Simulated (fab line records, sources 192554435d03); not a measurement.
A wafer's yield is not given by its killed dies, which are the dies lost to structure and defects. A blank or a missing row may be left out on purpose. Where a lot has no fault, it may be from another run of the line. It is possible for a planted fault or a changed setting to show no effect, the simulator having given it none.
A lot that was struck, set against a sound lot / flow n5_finfet / 15 out of 1938 route steps
Sound: the wafers L868.1, L868.5, L868.6. Struck: wafers L876.2, L876.5. (L876.3 of the same lot was not struck and is left out.) The cause comes at the end.
Each step with rows lists, per side, the tool, then ch with its chambers, then its first start. Under that, the readings that differ: sound wafers / struck wafers / difference of the means / sigmas: that difference in standard deviations of wafers without a fault.
alike: a reading whose means differ by less than 2 such deviations, as well as words and numbers matching on both sides. not compared: withheld readings; readings where some wafer has no value; bounds like >300 that might hide an equal value; numbers whose values overlap and for which the record gives no deviation.
The two part at a step that has a row with sigmas, a row that says differs or no value, or rows on one side only. Non-overlapping numbers with no deviation appear without sigmas and do not part them. Lack of a reading on every wafer of one side parts them only where that side has two or more wafers.

first, 7 steps without rows for these wafers: N5_MOL_CONTACT_COAG_COAT_77 (time 60 s, resist thk 10 nm); N5_MOL_CONTACT_COAG_COAT_78 (resist thk 40 nm); N5_MOL_CONTACT_COAG_EBR_80; N5_MOL_CONTACT_COAG_SOFTBAKE_79 (time 60 s); N5_MOL_CONTACT_COAG_EXPOSE_81 (exposes mask VG, defocus 0 nm); N5_MOL_CONTACT_COAG_PEB_82 (peb time 60 s); N5_MOL_CONTACT_COAG_DEVELOP_83 (develop time 30 s).
N5_MOL_CONTACT_COAG_CD_MEAS_84: the cd target is 25.1 nm.
  sound on cd_sem-03 ch 0, day 5 01:36; struck on cd_sem-01 ch 0, day 7 04:37
  alike: cd_nm
N5_MOL_CONTACT_COAG_OVL_MEAS_85:
  sound on overlay-01 ch 0, day 5 01:38; struck on overlay-02 ch 0, day 7 04:39
  alike: VG_OVL
N5_MOL_CONTACT_COAG_INSPECT_57: inspects for defects (brightfield).
  sound: defect_inspect-01 at day 5 01:41; struck: defect_inspect-01 at day 7 04:42
  alike: raw_defect_count
N5_MOL_CONTACT_COAG_DESCUM_88: chemistry O2, time 7 s.
  sound on rie_diel-02 ch 1,2, day 5 01:50; struck on rie_diel-02 ch 3, day 7 04:44
reading=drypump_motor_current_A (A); sound=5.2 5.5 5.2; struck=6.3 6.3; difference=+1.0; sigmas=+2
  alike: oes_product_au, rf_vpp_V, showerhead_plenum_p_Torr, throttle_valve_pct
  not compared: rf_hours_counter_h
N5_MOL_CONTACT_COAG_ETCH_89: etches underlayer in N2/H2, target depth 13 nm, time 10.4 s.
  sound on rie_diel-02 ch 1,2, day 5 01:52; struck on rie_diel-02 ch 3, day 7 04:46
reading=drypump_motor_current_A (A); sound=5.2 5.5 5.2; struck=6.4 6.3; difference=+1.0; sigmas=+2
  alike: etch_rf_on_time_s, oes_product_au, rf_vpp_V, showerhead_plenum_p_Torr, throttle_valve_pct
  not compared: rf_hours_counter_h
N5_MOL_CONTACT_COAG_ETCH_90: etches SiARC in CF4, target depth 13 nm, time 21.7 s.
  sound on rie_diel-02 ch 1,2, day 5 01:53; struck on rie_diel-02 ch 3, day 7 04:47
reading=drypump_motor_current_A (A); sound=5.2 5.5 5.2; struck=6.4 6.4; difference=+1.1; sigmas=+2
reading=etch_rf_on_time_s (s); sound=21.6 22.0 21.3; struck=14.7 14.8; difference=-6.9; sigmas=-14
reading=oes_product_au (a.u.); sound=0.61 0.63 0.61; struck=0.79 0.79; difference=+0.17; sigmas=+3
  alike: rf_vpp_V, showerhead_plenum_p_Torr, throttle_valve_pct
  not compared: rf_hours_counter_h
N5_MOL_CONTACT_COAG_ALD_131: deposits SiO2, target thk 5 nm, pulse time 1 s, co reactant pulse time 1 s.
  sound on ald_sin-02 ch 0,1,3, day 5 01:58; struck on ald_sin-03 ch 0,2, day 7 04:52
  alike: heater_power_w, precursor_pulse_height_rel
-- the record jumps here: 4 days lie between the struck wafers' starts before and after (it left off in module MOL_CONTACT_COAG and takes up again in module BEOL_M4, whose first step shown is number 1111 of the route) --
N5_BEOL_M4_RC_MEAS_101:
  sound on prober-01 ch 0, day 10 05:14; struck on prober-01 ch 0, day 11 14:52
  alike: DIBL_N, DIBL_P, IOFF_N, IOFF_P, ION_N, ION_P, SS_N, SS_P, VT_N, VT_P

== WHERE THEY PART ==
Last at N5_MOL_CONTACT_COAG_ETCH_90 as far as this record goes, first at N5_MOL_CONTACT_COAG_DESCUM_88. Later steps at which nothing parts them and some readings are alike: N5_MOL_CONTACT_COAG_ALD_131, N5_BEOL_M4_RC_MEAS_101.

WHY: what had been put in by the simulator
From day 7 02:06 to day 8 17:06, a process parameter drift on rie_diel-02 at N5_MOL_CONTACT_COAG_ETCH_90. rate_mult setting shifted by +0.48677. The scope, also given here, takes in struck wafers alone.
